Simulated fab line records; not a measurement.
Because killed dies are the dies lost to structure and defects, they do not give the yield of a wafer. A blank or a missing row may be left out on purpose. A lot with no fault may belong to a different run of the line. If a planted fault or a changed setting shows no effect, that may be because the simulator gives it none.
fab line records	flow nand_harc
record lots=11	wafers=33	last_day=33
route steps=1302 shown THIN_TSV@1259 END@1302
lots with no fault: from the same line, run without faults
start_h: start of the lot's first displayed wafer, in hours after the record's first day	wait_h: time in hours since the lot's previous step	" repeats the value in the row above	L1.1+2: one row covering several wafers at once	- no value, or no start was given	* or withheld: withheld	< > ~ a bound
route shown NAME@n: names a module that has steps shown in the file, with the first one's number in the route	usual: mean/standard deviation taken from wafers without a fault	same: alike in all rows	chamber/n: place in a boat	sites: each site's reading	_std_site: their standard deviation	_edge_site: outer sites' mean less inner sites'	radius_mm: how far each site lies from the wafer's centre	mask NAME#n: copy n	behind: the tool/chamber that last shaped the wafer	hold: why the lot went on hold/how many hours it stayed there/how the hold came to an end	device: names the non-switching transistor (n, p or np)	end of line: the same wafers' tests at the end of the route	a step with no rows: only its recipe	killed: count of dies lost to structure and defects at first sort (not the wafer's yield)	map: the dies of a wafer, with x for killed, . for not killed, _ for no die there
set.NAME: the run value of the setting; set.NAME@STEP: its run value at that earlier step	model.NAME: the simulator's own value behind a step, which no gauge read
route steps across a sampled set of lots; one table per step, one row per wafer
services: when a tool's chamber went out of use (start_h, in hours from the record's first day, below 0 if earlier), for how many hours, and the reason
## steps
# step NHARC_THIN_TSV_CD_MEAS_12
# recipe target_cd_nm=1000	landing_energy_ev=500
# usual cd_nm=999.1/1.9
lot.wafer	tool	chamber	start_h	wait_h	cd_nm
L310.1	cd_sem-02	0	572.23	-	995.9
L310.3	"	0	"	"	996.4
L310.4	"	0	"	"	997.4
L313.2	cd_sem-01	0	589.49	-	1000.3
L313.5	"	0	"	"	1000.5
L313.6	"	0	"	"	998.9
L312.2	cd_sem-02	0	595.14	-	1000.0
L312.3	"	0	"	"	999.0
L312.5	"	0	"	"	998.0
L315.1	cd_sem-01	0	600.52	-	998.4
L315.5	"	0	"	"	998.1
L315.6	"	0	"	"	996.1
L320.1	cd_sem-01	0	654.40	-	998.8
L320.2	"	0	"	"	1000.2
L320.3	"	0	"	"	999.1
L329.1	cd_sem-02	0	735.23	-	995.9
L329.2	"	0	"	"	995.2
L329.5	"	0	"	"	998.8
L327.2	cd_sem-01	0	736.52	-	1001.3
L327.5	"	0	"	"	999.8
L327.6	"	0	"	"	1002.6
L328.2	cd_sem-02	0	746.69	-	997.6
L328.3	"	0	"	"	995.8
L328.4	"	0	"	"	997.0
L330.2	cd_sem-02	0	747.89	-	1000.2
L330.3	"	0	"	"	998.0
L330.5	"	0	"	"	996.4
L331.1	cd_sem-01	0	760.34	-	995.6
L331.2	"	0	"	"	996.9
L331.3	"	0	"	"	996.4
L332.1	cd_sem-01	0	783.40	-	1001.2
L332.2	"	0	"	"	1003.0
L332.4	"	0	"	"	1002.5
# step NHARC_THIN_TSV_DESCUM_14
# recipe time_s=3	o2_flow_sccm=200	ar_flow_sccm=0	bias_power_w=0	chemistry=O2
# usual drypump_motor_current_A=5.9/0.57	oes_product_au=1.000/0.0091	rf_vpp_V=57.7/0.91	showerhead_plenum_p_Torr=1.88/0.065	throttle_valve_pct=11.311/0.0091
lot.wafer	tool	chamber	start_h	wait_h	drypump_motor_current_A	oes_product_au	rf_hours_counter_h	rf_vpp_V	showerhead_plenum_p_Torr	throttle_valve_pct
L310.3	rie_diel-07	1	572.39	-	5.5	0.998	4	58.7	1.82	11.318
L310.4	"	2	"	"	6.1	0.994	4	59.0	1.96	11.312
L310.1	"	0	"	"	5.8	0.994	5	57.6	1.91	11.296
L313.2	rie_diel-09	0	589.67	-	6.8	0.998	6	57.5	1.84	11.305
L313.5	"	1	"	"	5.4	0.994	-	57.9	1.79	11.309
L313.6	"	2	"	"	6.7	0.993	-	58.3	1.83	11.323
L312.3	rie_diel-05	1	595.31	-	5.1	1.006	0	59.5	1.94	11.305
L312.2	"	3	"	"	6.2	0.994	0	59.2	1.83	11.309
L312.5	"	1	"	"	5.1	1.015	-	58.4	1.94	11.312
L315.1	rie_diel-05	2	600.70	-	6.5	1.020	1	57.9	1.98	11.323
L315.5	"	3	"	"	6.3	0.994	-	57.7	1.83	11.305
L315.6	"	0	"	"	5.0	0.985	-	59.0	2.00	11.315
L320.3	rie_diel-09	0	654.56	-	6.8	1.009	11	57.5	1.83	11.314
L320.1	"	2	"	"	6.7	0.995	10	56.8	1.83	11.316
L320.2	"	3	"	"	5.8	0.997	10	57.9	1.87	11.311
L329.2	rie_diel-09	1	735.40	-	5.4	0.999	4	55.2	1.78	11.315
L329.1	"	2	"	"	6.7	1.012	4	57.7	1.83	11.313
L329.5	"	0	"	"	6.8	1.000	-	56.9	1.83	11.307
L327.2	rie_diel-05	2	736.68	-	6.5	1.011	6	58.6	1.98	11.324
L327.5	"	1	"	"	5.1	1.002	-	59.2	1.94	11.296
L327.6	"	2	"	"	6.5	1.014	-	58.9	1.98	11.319
L328.2	rie_diel-07	0	746.85	-	5.8	1.000	4	57.7	1.91	11.295
L328.4	"	1	"	"	5.5	0.995	4	56.8	1.82	11.316
L328.3	"	2	"	"	6.1	1.007	4	57.4	1.96	11.297
L330.2	rie_diel-09	2	748.05	-	6.7	1.004	5	57.0	1.83	11.305
L330.3	"	3	"	"	5.8	0.996	5	57.0	1.87	11.317
L330.5	"	3	"	"	5.8	0.998	-	57.3	1.87	11.304
L331.3	rie_diel-07	2	760.52	-	6.1	0.999	5	58.4	1.96	11.305
L331.1	"	3	"	"	5.8	1.013	5	55.7	1.88	11.313
L331.2	"	0	"	"	5.8	0.982	5	56.8	1.91	11.298
L332.4	rie_diel-05	2	783.57	-	6.5	0.997	1	59.0	1.98	11.333
L332.2	"	3	"	"	6.2	1.006	1	57.9	1.82	11.301
L332.1	"	0	"	"	5.0	0.998	1	56.3	1.99	11.302
# step NHARC_THIN_TSV_PRE_CLEAN_50
# recipe time_s=30	temp_c=280	gas=H2/He
# usual heater_power_w=391/41
lot.wafer	tool	chamber	start_h	wait_h	heater_power_w
L310.3	pvd_sputter-02	-	-	-	371
L310.4	"	-	"	"	346
L310.1	"	-	"	"	400
L313.2	pvd_sputter-03	-	-	-	370
L313.6	"	-	"	"	379
L313.5	"	-	"	"	439
L312.3	pvd_sputter-02	-	-	-	396
L312.2	"	-	"	"	362
L312.5	"	-	"	"	395
L315.1	pvd_sputter-03	-	-	-	449
L315.5	"	-	"	"	437
L315.6	"	-	"	"	355
L320.2	pvd_sputter-03	-	-	-	484
L320.1	"	-	"	"	372
L320.3	"	-	"	"	440
L329.1	pvd_sputter-01	-	-	-	397
L329.2	"	-	"	"	403
L329.5	"	-	"	"	396
L327.2	pvd_sputter-01	-	-	-	392
L327.6	"	-	"	"	409
L327.5	"	-	"	"	410
L328.3	pvd_sputter-03	-	-	-	490
L328.2	"	-	"	"	367
L328.4	"	-	"	"	353
L330.3	pvd_sputter-02	-	-	-	360
L330.2	"	-	"	"	340
L330.5	"	-	"	"	362
L331.1	pvd_sputter-02	-	-	-	325
L331.3	"	-	"	"	391
L331.2	"	-	"	"	358
L332.1	pvd_sputter-03	-	-	-	380
L332.4	"	-	"	"	355
L332.2	"	-	"	"	495
# step NHARC_THIN_TSV_ETCH_59
# recipe target_depth_a=8800	icp_w=900	bias_w=100	Cl2_flow_sccm=60	bcl3_flow_sccm=30	time_s=138.1	chemistry=Cl2/BCl3
# usual drypump_motor_current_A=5.8/0.53	oes_product_au=0.996/0.013	throttle_valve_pct=22.264/0.0089
lot.wafer	tool	chamber	start_h	wait_h	drypump_motor_current_A	oes_product_au	rf_hours_counter_h	throttle_valve_pct
L310.1	rie_metal-02	1	578.47	0.2	6.3	0.981	2.3	22.270
L310.4	"	0	"	"	6.0	0.992	-	22.265
L310.3	"	1	"	"	6.3	0.986	-	22.256
L313.2	rie_metal-02	1	595.74	0.1	6.3	0.990	2.6	22.262
L313.5	"	0	"	"	6.0	0.991	-	22.272
L313.6	"	1	"	"	6.3	0.989	-	22.266
L312.2	rie_metal-03	1	601.89	0.2	5.3	0.995	1.1	22.268
L312.3	"	1	"	"	5.3	0.998	-	22.272
L312.5	"	0	"	"	6.6	0.992	-	22.271
L315.1	rie_metal-02	1	606.96	0.1	6.2	0.986	3.0	22.271
L315.6	"	1	"	"	6.3	0.981	-	22.262
L315.5	"	0	"	"	6.0	0.991	-	22.261
L320.1	rie_metal-02	0	660.82	0.1	6.0	1.001	0.5	22.261
L320.2	"	1	"	"	6.3	0.979	0.5	22.259
L320.3	"	0	"	"	6.0	0.992	-	22.254
L329.1	rie_metal-01	1	741.36	0.1	4.9	1.005	3.2	22.272
L329.2	"	0	"	"	5.4	1.004	3.2	22.252
L329.5	"	1	"	"	4.9	1.002	-	22.277
L327.2	rie_metal-03	0	742.59	0.1	6.6	0.979	0.4	22.265
L327.6	"	0	"	"	6.6	0.988	-	22.265
L327.5	"	1	"	"	5.3	1.001	-	22.268
L328.2	rie_metal-03	1	752.96	0.1	5.3	0.996	0.6	22.264
L328.3	"	1	"	"	5.3	0.998	-	22.252
L328.4	"	0	"	"	6.6	0.988	-	22.263
L330.2	rie_metal-02	0	753.98	0.1	6.0	0.994	1.9	22.267
L330.3	"	1	"	"	6.2	0.978	-	22.257
L330.5	"	1	"	"	6.3	0.983	-	22.268
L331.1	rie_metal-02	1	766.60	0.1	6.3	0.971	2.3	22.268
L331.2	"	0	"	"	6.0	0.991	2.3	22.258
L331.3	"	1	"	"	6.3	0.974	-	22.263
L332.2	rie_metal-01	1	789.61	0.1	4.9	1.028	0.5	22.260
L332.1	"	0	"	"	5.4	0.992	0.5	22.260
L332.4	"	0	"	"	5.4	0.988	-	22.258
# step NHARC_THIN_TSV_INSPECT_40
# usual raw_defect_count=545/92
lot.wafer	tool	chamber	start_h	wait_h	hold	raw_defect_count
L310.1	defect_inspect-02	-	584.17	0.4	-	504
L310.3	"	-	"	"	-	546
L310.4	"	-	"	"	-	517
L313.2	defect_inspect-01	-	601.39	0.4	-	485
L313.5	"	-	"	"	-	595
L313.6	"	-	"	"	-	533
L315.1	defect_inspect-01	-	610.46	0.4	-	493
L315.5	"	-	"	"	-	616
L315.6	"	-	"	"	-	633
L312.2	defect_inspect-02	-	610.47	0.4	-	422
L312.3	"	-	"	"	-	500
L312.5	"	-	"	"	-	422
L320.1	defect_inspect-02	-	665.24	0.4	await_dispo/0.2h/release	616
L320.2	"	-	"	"	await_dispo/0.2h/release	1219
L320.3	"	-	"	"	await_dispo/0.2h/release	549
L320.1	defect_inspect-02	-	665.41	0.2	-	643
L320.2	"	-	"	"	-	1234
L320.3	"	-	"	"	-	556
L329.1	defect_inspect-02	-	747.06	0.4	-	447
L329.2	"	-	"	"	-	512
L329.5	"	-	"	"	-	433
L327.2	defect_inspect-01	-	747.06	0.4	-	520
L327.5	"	-	"	"	-	494
L327.6	"	-	"	"	-	420
L328.2	defect_inspect-01	-	758.70	0.4	-	477
L328.3	"	-	"	"	-	604
L328.4	"	-	"	"	-	647
L330.2	defect_inspect-01	-	758.71	0.4	-	682
L330.3	"	-	"	"	-	518
L330.5	"	-	"	"	-	525
L331.1	defect_inspect-01	-	772.41	0.4	-	642
L331.2	"	-	"	"	-	623
L331.3	"	-	"	"	-	555
L332.1	defect_inspect-02	-	795.13	0.4	-	499
L332.2	"	-	"	"	-	590
L332.4	"	-	"	"	-	548
# step NHARC_END_SORT_01
# recipe temp_c=25
# usual defect_limited_yield=92.0/2.6	killed_at_array=49/18	killed_at_other=0.8/1	killed_at_periphery=4.2/2.8	killed_dies=54/18	killed_open=3.0/1.7	killed_short=2.5/1.6	sort_bin_2_pct=2.8/1.2	sort_bin_3_pct=0.6/0.37	sort_bin_4_pct=4.6/1.5	sort_n_pass=623/18	sort_rim_yield_pct=92/4.2	sort_yield_pct=92.0/2.6
# same gross_dies=677	sort_bin_5_pct[%]=0	sort_bin_6_pct[%]=0	sort_bin_7_pct[%]=0	sort_bin_8_pct[%]=0	sort_rim_n_gross=106.00
lot.wafer	tool	chamber	start_h	wait_h	hold	defect_limited_yield[%]	killed_at_array	killed_at_other	killed_at_periphery	killed_dies	killed_open	killed_short	sort_bin_2_pct[%]	sort_bin_3_pct[%]	sort_bin_4_pct[%]	sort_n_pass	sort_rim_yield_pct[%]	sort_yield_pct[%]
L310.1	prober-02	0	587.21	2.5	-	92.8	39	0	10	49	0	2	3.4	0.4	3.4	628	90	92.8
L310.3	prober-02	0	588.81	3.1	-	89.7	64	0	6	70	3	0	4.3	0.4	5.6	607	85	89.7
L310.4	prober-02	0	589.61	3.4	-	91.1	52	0	8	60	2	2	3.4	0.3	5.2	617	92	91.1
L313.2	prober-02	0	605.22	2.8	-	93.1	42	0	5	47	2	6	2.2	0.3	4.4	630	97	93.1
L313.5	prober-02	0	607.63	3.7	-	94.4	34	0	4	38	5	3	1.0	0.3	4.3	639	97	94.4
L313.6	prober-02	0	608.44	4.0	-	95.3	27	0	5	32	3	1	1.2	0.4	3.1	645	93	95.3
L312.2	prober-02	0	614.29	2.8	-	96.3	15	2	8	25	4	3	0.4	0.1	3.1	652	97	96.3
L312.3	prober-02	0	615.08	3.1	-	95.0	17	3	14	34	2	2	1.2	0.6	3.2	643	94	95.0
L312.5	prober-02	0	616.66	3.7	-	94.7	21	1	14	36	5	3	1.3	0.1	3.8	641	92	94.7
L315.1	prober-02	0	621.22	2.5	-	90.3	62	2	2	66	0	3	4.4	0.7	4.6	611	91	90.3
L315.5	prober-02	0	624.45	3.7	-	88.9	69	1	5	75	3	2	3.0	0.9	7.2	602	96	88.9
L315.6	prober-02	0	625.26	4.0	-	90.4	61	1	3	65	3	6	3.4	0.6	5.6	612	82	90.4
L320.1	prober-01	0	678.30	5.4	await_dispo/2.1h/release	96.6	20	0	3	23	4	4	0.4	0.1	2.8	654	92	96.6
L320.2	prober-01	0	679.09	5.7	await_dispo/2.1h/release	81.1	23	102	3	128	4	4	8.6	4.1	6.2	549	96	81.1
L320.3	prober-01	0	679.89	6.0	await_dispo/2.1h/release	96.0	25	0	2	27	5	3	0.7	0.1	3.1	650	94	96.0
L329.1	prober-02	0	750.11	2.5	-	94.2	33	0	6	39	2	5	2.1	0	3.7	638	92	94.2
L329.2	prober-02	0	750.90	2.8	-	94.7	29	0	7	36	3	0	1.6	0.1	3.5	641	97	94.7
L329.5	prober-02	0	753.29	3.7	-	94.7	27	2	7	36	2	2	1.9	0.1	3.2	641	96	94.7
L327.2	prober-01	0	750.95	2.8	-	91.0	53	3	5	61	3	1	2.5	0.3	6.2	616	89	91.0
L327.5	prober-01	0	753.35	3.7	-	92.8	42	0	7	49	2	3	2.8	0.6	3.8	628	88	92.8
L327.6	prober-01	0	754.15	4.0	-	91.1	59	0	1	60	1	0	3.7	0.4	4.7	617	96	91.1
L328.2	prober-01	0	762.58	2.8	-	92.8	40	0	9	49	5	2	2.4	0.3	4.6	628	85	92.8
L328.3	prober-01	0	763.38	3.1	-	91.7	51	1	4	56	5	1	3.8	0.9	3.5	621	92	91.7
L328.4	prober-01	0	764.18	3.4	-	92.2	45	0	8	53	4	3	2.1	0.6	5.2	624	86	92.2
L330.2	prober-01	0	770.38	2.8	-	89.5	66	0	5	71	5	4	2.7	0.4	7.4	606	91	89.5
L330.3	prober-01	0	771.18	3.1	-	89.4	65	0	7	72	1	4	3.4	1.3	5.9	605	93	89.4
L330.5	prober-01	0	772.78	3.7	-	91.1	54	0	6	60	4	4	3.8	0.7	4.3	617	88	91.1
L331.1	prober-02	0	775.49	2.5	-	89.7	67	0	3	70	4	3	3.7	1.0	5.6	607	88	89.7
L331.2	prober-02	0	776.29	2.8	-	89.8	66	0	3	69	3	4	2.2	0.7	7.2	608	89	89.8
L331.3	prober-02	0	777.09	3.1	-	94.4	33	0	5	38	4	2	2.5	0.1	3.0	639	88	94.4
L332.1	prober-02	0	798.20	2.5	-	94.2	36	0	3	39	2	2	2.1	0.6	3.1	638	91	94.2
L332.2	prober-02	0	799.00	2.8	-	90.3	62	3	1	66	1	2	4.3	0.9	4.6	611	98	90.3
L332.4	prober-02	0	800.59	3.4	-	92.3	50	1	1	52	2	3	2.2	0.7	4.7	625	91	92.3
# killed by level:class
L310.1 A_SLIT:chamber_film_flake=19 A_CHANNEL_HOLE_D1:chamber_film_flake=16 P_ZERO_WELL:chamber_film_flake=4 P_GATE:chamber_film_flake=2 P_BONDPAD:chamber_film_flake=2 A_CHANNEL_HOLE_D2:chamber_film_flake=2 P_M0:geometric_particle:short=1 A_ONON_D2:geometric_particle:short=1
L310.3 A_CHANNEL_HOLE_D1:chamber_film_flake=35 A_SLIT:chamber_film_flake=17 P_ZERO_WELL:chamber_film_flake=3 A_STAIRCASE:chamber_film_flake=3 A_CONTACT:chamber_film_flake=3 P_BONDPAD:chamber_film_flake=2 A_CHANNEL_HOLE_D2:chamber_film_flake=2 A_ONON_D1:geometric_particle:open=1
L310.4 A_SLIT:chamber_film_flake=22 A_CHANNEL_HOLE_D1:chamber_film_flake=18 A_CHANNEL_HOLE_D2:chamber_film_flake=7 A_CONTACT:chamber_film_flake=3 P_GATE:chamber_film_flake=2 P_BONDPAD:chamber_film_flake=2 P_CONTACT:geometric_particle:open=1 P_M0:geometric_particle:open=1
L313.2 A_SLIT:chamber_film_flake=14 A_CHANNEL_HOLE_D2:chamber_film_flake=12 A_CONTACT:chamber_film_flake=7 A_DECK1_JOINT:geometric_particle:short=2 A_CHANNEL_FILL_D2:geometric_particle:short=2 P_GATE:chamber_film_flake=2 P_M1:chamber_film_flake=2 P_M0:geometric_particle:open=1
L313.5 A_SLIT:chamber_film_flake=12 A_CONTACT:chamber_film_flake=7 A_CHANNEL_HOLE_D2:chamber_film_flake=6 A_CHANNEL_FILL_D1:geometric_particle:open=2 A_WL_FILL:chamber_film_flake=2 P_M0:geometric_particle:open=1 P_M1:geometric_particle:open=1 A_CHANNEL_FILL_D1:geometric_particle:short=1
L313.6 A_SLIT:chamber_film_flake=10 A_CONTACT:chamber_film_flake=7 A_CHANNEL_HOLE_D2:chamber_film_flake=4 P_GATE:chamber_film_flake=2 P_M1:chamber_film_flake=2 A_CHANNEL_HOLE_D1:chamber_film_flake=2 P_STI:geometric_particle:open=1 A_DECK1_JOINT:geometric_particle:open=1
L312.2 P_CONTACT:chamber_film_flake=3 P_M1:chamber_film_flake=3 A_CHANNEL_FILL_D1:chamber_film_flake=3 A_DECK1_JOINT:geometric_particle:open=2 A_CHANNEL_HOLE_D2:chamber_film_flake=2 A_SLIT:chamber_film_flake=2 THIN_TSV:chamber_film_flake=2 P_CONTACT:geometric_particle:open=1
L312.3 P_M1:chamber_film_flake=6 A_CHANNEL_HOLE_D2:chamber_film_flake=6 P_CONTACT:chamber_film_flake=5 THIN_TSV:chamber_film_flake=3 A_CHANNEL_HOLE_D1:chamber_film_flake=2 A_SGD_CUT:chamber_film_flake=2 P_GATE:geometric_particle:short=1 P_M0:geometric_particle:open=1
L312.5 A_CHANNEL_HOLE_D2:chamber_film_flake=6 P_M1:chamber_film_flake=5 P_GATE:chamber_film_flake=3 P_CONTACT:chamber_film_flake=3 A_CONTACT:chamber_film_flake=3 A_SGD_CUT:chamber_film_flake=3 A_WL_FILL:geometric_particle:open=2 P_CONTACT:geometric_particle:short=1
L315.1 A_CHANNEL_HOLE_D1:chamber_film_flake=34 A_SLIT:chamber_film_flake=12 A_CONTACT:chamber_film_flake=6 A_CHANNEL_HOLE_D2:chamber_film_flake=3 A_WL_FILL:chamber_film_flake=2 THIN_TSV:chamber_film_flake=2 P_M1:geometric_particle:short=1 A_CHANNEL_FILL_D1:geometric_particle:short=1
L315.5 A_CHANNEL_HOLE_D1:chamber_film_flake=38 A_SLIT:chamber_film_flake=14 A_CHANNEL_HOLE_D2:chamber_film_flake=7 A_SGD_CUT:chamber_film_flake=3 A_CONTACT:chamber_film_flake=2 P_CONTACT:geometric_particle:short=1 P_CONTACT:geometric_particle:open=1 P_M0:geometric_particle:open=1
L315.6 A_CHANNEL_HOLE_D1:chamber_film_flake=23 A_SLIT:chamber_film_flake=15 A_CONTACT:chamber_film_flake=6 A_SGD_CUT:chamber_film_flake=4 A_CHANNEL_HOLE_D2:chamber_film_flake=3 A_CHANNEL_HOLE_D1:geometric_particle:short=2 P_ZERO_WELL:chamber_film_flake=2 P_M2:geometric_particle:short=1
L320.1 A_CHANNEL_HOLE_D1:chamber_film_flake=4 A_CHANNEL_HOLE_D2:chamber_film_flake=3 A_CHANNEL_FILL_D2:chamber_film_flake=3 A_WL_FILL:geometric_particle:short=2 A_SLIT:chamber_film_flake=2 P_M0:geometric_particle:open=1 P_M1:geometric_particle:open=1 A_CHANNEL_FILL_D1:geometric_particle:short=1
L320.2 THIN_TSV:unspecified=102 A_CHANNEL_HOLE_D2:chamber_film_flake=5 A_CHANNEL_HOLE_D1:chamber_film_flake=4 A_STAIRCASE:chamber_film_flake=4 A_WL_FILL:geometric_particle:short=2 A_DECK1_JOINT:chamber_film_flake=2 P_M0:geometric_particle:open=1 P_M1:geometric_particle:short=1
L320.3 A_CHANNEL_HOLE_D1:chamber_film_flake=11 A_CHANNEL_FILL_D1:geometric_particle:short=2 A_DECK1_JOINT:chamber_film_flake=2 A_CHANNEL_HOLE_D2:chamber_film_flake=2 A_CONTACT:chamber_film_flake=2 P_CONTACT:geometric_particle:open=1 P_M0:geometric_particle:open=1 A_DECK1_JOINT:geometric_particle:open=1
L329.1 A_CHANNEL_HOLE_D1:chamber_film_flake=8 A_SLIT:chamber_film_flake=6 A_ZERO_WELL:chamber_film_flake=3 A_STAIRCASE:chamber_film_flake=3 A_CONTACT:chamber_film_flake=3 A_CHANNEL_HOLE_D2:chamber_film_flake=2 P_M0:geometric_particle:open=1 P_M1:geometric_particle:short=1
L329.2 A_CHANNEL_HOLE_D1:chamber_film_flake=10 A_SLIT:chamber_film_flake=8 A_ZERO_WELL:chamber_film_flake=3 A_CONTACT:chamber_film_flake=3 A_CONTACT:geometric_particle:open=2 P_ZERO_WELL:chamber_film_flake=2 P_STI:chamber_film_flake=2 P_BONDPAD:chamber_film_flake=2
L327.2 A_SLIT:chamber_film_flake=15 A_CHANNEL_HOLE_D1:chamber_film_flake=14 A_CONTACT:chamber_film_flake=7 A_CHANNEL_HOLE_D2:chamber_film_flake=5 P_CONTACT:chamber_film_flake=4 A_STAIRCASE:chamber_film_flake=4 A_CHANNEL_FILL_D2:chamber_film_flake=3 THIN_TSV:chamber_film_flake=3
L329.5 A_CHANNEL_HOLE_D1:chamber_film_flake=10 A_CONTACT:chamber_film_flake=5 A_STAIRCASE:chamber_film_flake=4 P_ZERO_WELL:chamber_film_flake=3 A_SLIT:chamber_film_flake=3 P_GATE:chamber_film_flake=2 A_CHANNEL_FILL_D2:chamber_film_flake=2 P_STI:geometric_particle:open=1
L327.5 A_SLIT:chamber_film_flake=21 A_STAIRCASE:chamber_film_flake=6 A_CONTACT:chamber_film_flake=5 A_CHANNEL_HOLE_D1:chamber_film_flake=3 A_CHANNEL_HOLE_D2:chamber_film_flake=2 P_GATE:geometric_particle:open=1 P_GATE:geometric_particle:short=1 P_CONTACT:geometric_particle:short=1
L327.6 A_SLIT:chamber_film_flake=36 A_CHANNEL_HOLE_D1:chamber_film_flake=7 A_CONTACT:chamber_film_flake=7 A_STAIRCASE:chamber_film_flake=2 A_SGD_CUT:chamber_film_flake=2 A_WL_FILL:chamber_film_flake=2 A_WL_FILL:geometric_particle:open=1 P_GATE:chamber_film_flake=1
L328.2 A_CHANNEL_HOLE_D1:chamber_film_flake=19 A_SLIT:chamber_film_flake=9 P_BONDPAD:chamber_film_flake=5 A_STAIRCASE:chamber_film_flake=4 A_CONTACT:chamber_film_flake=3 P_GATE:chamber_film_flake=2 P_GATE:geometric_particle:open=1 P_M0:geometric_particle:open=1
L328.3 A_CHANNEL_HOLE_D1:chamber_film_flake=32 A_SLIT:chamber_film_flake=8 A_CONTACT:chamber_film_flake=3 A_STAIRCASE:chamber_film_flake=2 P_CONTACT:geometric_particle:open=1 P_M0:geometric_particle:open=1 A_CHANNEL_FILL_D1:geometric_particle:open=1 A_CHANNEL_FILL_D1:geometric_particle:short=1
L328.4 A_CHANNEL_HOLE_D1:chamber_film_flake=19 A_SLIT:chamber_film_flake=10 A_STAIRCASE:chamber_film_flake=7 P_BONDPAD:chamber_film_flake=4 A_CONTACT:chamber_film_flake=3 P_CONTACT:geometric_particle:short=1 P_CONTACT:geometric_particle:open=1 A_ONON_D2:geometric_particle:open=1
L330.2 A_CHANNEL_HOLE_D2:chamber_film_flake=28 A_SLIT:chamber_film_flake=9 A_STAIRCASE:chamber_film_flake=7 A_CONTACT:chamber_film_flake=6 A_CHANNEL_HOLE_D1:chamber_film_flake=5 A_SGD_CUT:chamber_film_flake=4 P_GATE:chamber_film_flake=2 P_M0:geometric_particle:open=1
L330.3 A_CHANNEL_HOLE_D2:chamber_film_flake=22 A_SLIT:chamber_film_flake=11 A_STAIRCASE:chamber_film_flake=10 A_CHANNEL_HOLE_D1:chamber_film_flake=8 A_CONTACT:chamber_film_flake=7 P_GATE:chamber_film_flake=5 A_SGD_CUT:chamber_film_flake=3 P_M0:geometric_particle:short=1
L330.5 A_CHANNEL_HOLE_D2:chamber_film_flake=16 A_CONTACT:chamber_film_flake=11 A_STAIRCASE:chamber_film_flake=7 A_SLIT:chamber_film_flake=6 A_CHANNEL_HOLE_D1:chamber_film_flake=5 P_GATE:chamber_film_flake=4 A_SGD_CUT:geometric_particle:short=2 A_SGD_CUT:chamber_film_flake=2
L331.1 A_SLIT:chamber_film_flake=39 A_CHANNEL_HOLE_D2:chamber_film_flake=17 A_CONTACT:chamber_film_flake=2 P_M0:geometric_particle:open=1 A_SOURCE_PLATE:geometric_particle:open=1 A_SOURCE_PLATE:geometric_particle:short=1 A_ONON_D2:geometric_particle:open=1 A_SGD_CUT:geometric_particle:short=1
L331.2 A_CHANNEL_HOLE_D2:chamber_film_flake=33 A_SLIT:chamber_film_flake=20 A_CONTACT:chamber_film_flake=6 P_M0:geometric_particle:short=2 A_CHANNEL_HOLE_D1:geometric_particle:open=1 A_ONON_D2:geometric_particle:short=1 A_ONON_D2:geometric_particle:open=1 A_CHANNEL_HOLE_D2:geometric_particle:short=1
L331.3 A_SLIT:chamber_film_flake=12 A_CHANNEL_HOLE_D2:chamber_film_flake=11 P_ZERO_WELL:chamber_film_flake=3 A_CONTACT:chamber_film_flake=3 P_GATE:geometric_particle:open=1 P_M0:geometric_particle:short=1 A_SOURCE_PLATE:geometric_particle:short=1 A_ONON_D2:geometric_particle:open=1
L332.1 A_SLIT:chamber_film_flake=15 A_CHANNEL_HOLE_D1:chamber_film_flake=7 A_CONTACT:chamber_film_flake=5 A_SGD_CUT:chamber_film_flake=3 P_CONTACT:geometric_particle:short=1 P_M0:geometric_particle:open=1 A_CHANNEL_FILL_D1:geometric_particle:short=1 A_M1:geometric_particle:open=1
L332.2 A_SLIT:chamber_film_flake=36 A_CHANNEL_HOLE_D1:chamber_film_flake=10 A_CONTACT:chamber_film_flake=6 A_CHANNEL_HOLE_D2:chamber_film_flake=4 THIN_TSV:chamber_film_flake=3 A_WL_FILL:geometric_particle:short=1 A_BLC:geometric_particle:short=1 A_M0:geometric_particle:open=1
L332.4 A_CHANNEL_HOLE_D1:chamber_film_flake=19 A_SLIT:chamber_film_flake=16 A_CONTACT:chamber_film_flake=6 A_SGD_CUT:chamber_film_flake=2 P_M1:geometric_particle:open=1 A_DECK1_JOINT:geometric_particle:short=1 A_CHANNEL_FILL_D2:geometric_particle:short=1 A_SGD_CUT:geometric_particle:open=1
## services
tool	chamber	start_h	hours	kind
rie_metal-03	-	571.34	0.6	repair
rie_diel-05	-	583.64	9.0	pm
rie_metal-03	1	596.75	2.3	repair
rie_metal-02	-	631.00	9.0	pm
rie_diel-05	2	635.47	6.6	repair
rie_diel-05	-	636.64	0.2	repair
pvd_sputter-02	-	638.05	10.0	pm
rie_diel-07	-	648.25	9.0	pm
rie_diel-09	-	674.10	9.0	pm
pvd_sputter-03	-	679.26	5.5	repair
pvd_sputter-02	-	686.92	1.7	repair
rie_metal-03	0	687.96	8.6	repair
rie_metal-03	-	699.01	9.0	pm
pvd_sputter-02	-	700.62	1.2	repair
rie_diel-07	-	701.65	0.5	repair
pvd_sputter-02	-	703.01	8.1	repair
pvd_sputter-03	-	708.02	10.0	pm
rie_metal-02	0	716.96	4.8	repair
pvd_sputter-02	-	723.86	1.9	repair
rie_diel-07	2	725.67	1.3	repair
rie_metal-03	1	730.42	2.2	repair
rie_diel-09	0	756.43	9.0	repair
rie_diel-05	-	760.64	9.0	pm
rie_diel-09	1	781.95	4.1	repair
## key
first_sign step=NHARC_THIN_TSV_INSPECT_40	reading=visit	direction=added
effect step=NHARC_THIN_TSV_INSPECT_40	reading=raw_defect_count	direction=up	sigmas=7.3	usual=545	struck=1219
effect step=NHARC_END_SORT_01	reading=killed_at_other	direction=up	sigmas=99+	usual=0.8	struck=102
more_kills_born_at NHARC_THIN_TSV_ETCH_59@rie_metal-02=101
met_at NHARC_THIN_TSV_ETCH_59
struck_lots L320
struck_wafers L320.2
not_acting_at NHARC_THIN_TSV_CD_MEAS_12,NHARC_THIN_TSV_DESCUM_14,NHARC_THIN_TSV_PRE_CLEAN_50
onset_between 606.96 660.82
fault kind=chamber_particle_source	tool=rie_metal-02	chamber=1	onset_h=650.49	steps=NHARC_THIN_TSV_ETCH_59	rate_per_visit_cm2=1.2311	end_h=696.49
